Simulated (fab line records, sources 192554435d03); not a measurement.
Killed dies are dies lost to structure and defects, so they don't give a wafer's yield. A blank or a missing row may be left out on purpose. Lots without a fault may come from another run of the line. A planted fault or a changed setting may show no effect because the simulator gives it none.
Which tool did it? | flow n5_finfet | 9 lots, 26 wafers sampled, at 1 step of a route of 1938

WHAT THE GAUGES READ, wafer by wafer
N5_BEOL_M4_RC_MEAS_101. Usual: DIBL_N 36.3 mV/V, standard deviation 1.4; DIBL_P 36.2 mV/V, standard deviation 1.5; IOFF_N 0.160 nA/um, standard deviation 0.021; IOFF_P 0.211 nA/um, standard deviation 0.027; ION_N 676 uA/um, standard deviation 7.7; ION_P 463 uA/um, standard deviation 5.5; SS_N 71.4 mV/dec, standard deviation 0.57; SS_P 73.3 mV/dec, standard deviation 0.58; VT_N 249.3 mV, standard deviation 2.5; VT_P -250.1 mV, standard deviation 2.6.
lot  | measured     | on        | DIBL_N (mV/V)  | DIBL_P (mV/V)  | IOFF_N (nA/um)    | IOFF_P (nA/um)    | ION_N (uA/um) | ION_P (uA/um) | SS_N (mV/dec)  | SS_P (mV/dec)  | VT_N (mV)         | VT_P (mV)            | flag
L493 | day 9 00:44  | prober-02 | 34.6 36.3 37.5 | 34.4 36.7 37.7 | 0.129 0.158 0.168 | 0.152 0.173 0.185 | 674 669 671   | 452 454 449   | 71.2 71.3 72.1 | 73.3 74.3 74.0 | 254.6 249.1 251.6 | -257.9 -257.4 -253.5 |
L496 | day 10 01:46 | prober-01 | 35.9 35.3 35.4 | 37.6 36.3 35.6 | 0.178 0.157 0.154 | 0.229 0.213 0.201 | 687 672 679   | 463 461 461   | 71.1 70.7 70.4 | 73.7 73.3 73.0 | 248.4 251.2 248.0 | -251.9 -250.3 -248.6 |
L497 | day 10 06:29 | prober-02 | 34.5 34.5 34.8 | 35.8 35.7 36.1 | 0.155 0.148 0.159 | 0.194 0.189 0.199 | 687 685 690   | 471 462 467   | 71.6 71.3 71.2 | 72.5 72.8 73.2 | 249.1 249.6 249.1 | -251.3 -249.6 -253.2 |
L498 | day 11 04:47 | prober-01 | 34.8 37.6 35.2 | 33.4 37.7 33.9 | 0.129 0.172 0.131 | 0.172 0.227 0.173 | 665 680 677   | 459 464 459   | 71.0 71.2 71.1 | 72.6 73.9 72.5 | 253.6 246.5 250.5 | -249.8 -248.4 -249.7 |
L505 | day 12 01:40 | prober-02 | 36.1 36.1 35.0 | 35.1 34.6 33.8 | 0.162 0.162 0.150 | 0.204 0.194 0.184 | 672 681 680   | 465 463 463   | 71.2 71.5 70.9 | 72.9 73.4 72.8 | 248.7 248.9 250.5 | -249.9 -252.3 -251.6 |
L507 | day 12 12:44 | prober-02 | 35.0 34.2      | 34.5 33.2      | 0.153 0.135       | 0.185 0.174       | 680 668       | 460 455       | 71.4 70.4      | 73.0 72.7      | 246.7 249.4       | -255.1 -253.7        |
L508 | day 13 08:55 | prober-02 | 36.2 33.3 35.4 | 37.0 34.4 36.0 | 0.155 0.112 0.134 | 0.210 0.168 0.185 | 681 667 676   | 465 460 465   | 71.0 70.5 71.1 | 72.6 72.3 72.1 | 248.7 252.3 250.8 | -248.2 -251.6 -252.4 |
L510 | day 13 20:19 | prober-01 | 36.9 36.1 37.2 | 37.2 36.4 37.9 | 0.179 0.162 0.189 | 0.233 0.231 0.242 | 680 683 687   | 468 469 471   | 71.7 71.4 72.7 | 73.4 74.0 74.3 | 249.0 249.9 247.6 | -246.6 -250.1 -248.8 |
L511 | day 14 01:29 | prober-01 | 36.2 35.2 37.5 | 36.6 34.4 37.0 | 0.155 0.125 0.157 | 0.221 0.181 0.228 | 673 660 673   | 465 451 460   | 71.6 70.8 71.8 | 74.1 73.0 74.3 | 250.7 253.3 250.6 | -249.9 -250.6 -249.8 |

WHICH TOOL RAN EACH LOT (tool, then ch and the chambers of the sampled wafers, then the start)
The record holds no process step before these readings.

WHAT THE TOOLS THEMSELVES READ (means of the sampled wafers that have a number; where no wafer has one, the mark that the record gives instead)
The record holds no such reading with a usual standard deviation.

THE ANSWER, worked out from the rows above alone
Rule: a lot is off if the mean of its wafers that have a number lies more than 3 standard deviations from the usual mean. A lot without any number at a reading at which 4 lots or more have one is off too. The other lots that the step has rows for count as sound. The gauges are gone through in route order, then the tools' own readings, and for those a lot's mean is taken as printed above. The first step at which some lot is off is used, and at that step the reading that is off furthest; a lot without a number counts as furthest.
No lot is off at any reading shown: from this, nothing can be told.

WHAT THE SIMULATOR HAD PUT IN
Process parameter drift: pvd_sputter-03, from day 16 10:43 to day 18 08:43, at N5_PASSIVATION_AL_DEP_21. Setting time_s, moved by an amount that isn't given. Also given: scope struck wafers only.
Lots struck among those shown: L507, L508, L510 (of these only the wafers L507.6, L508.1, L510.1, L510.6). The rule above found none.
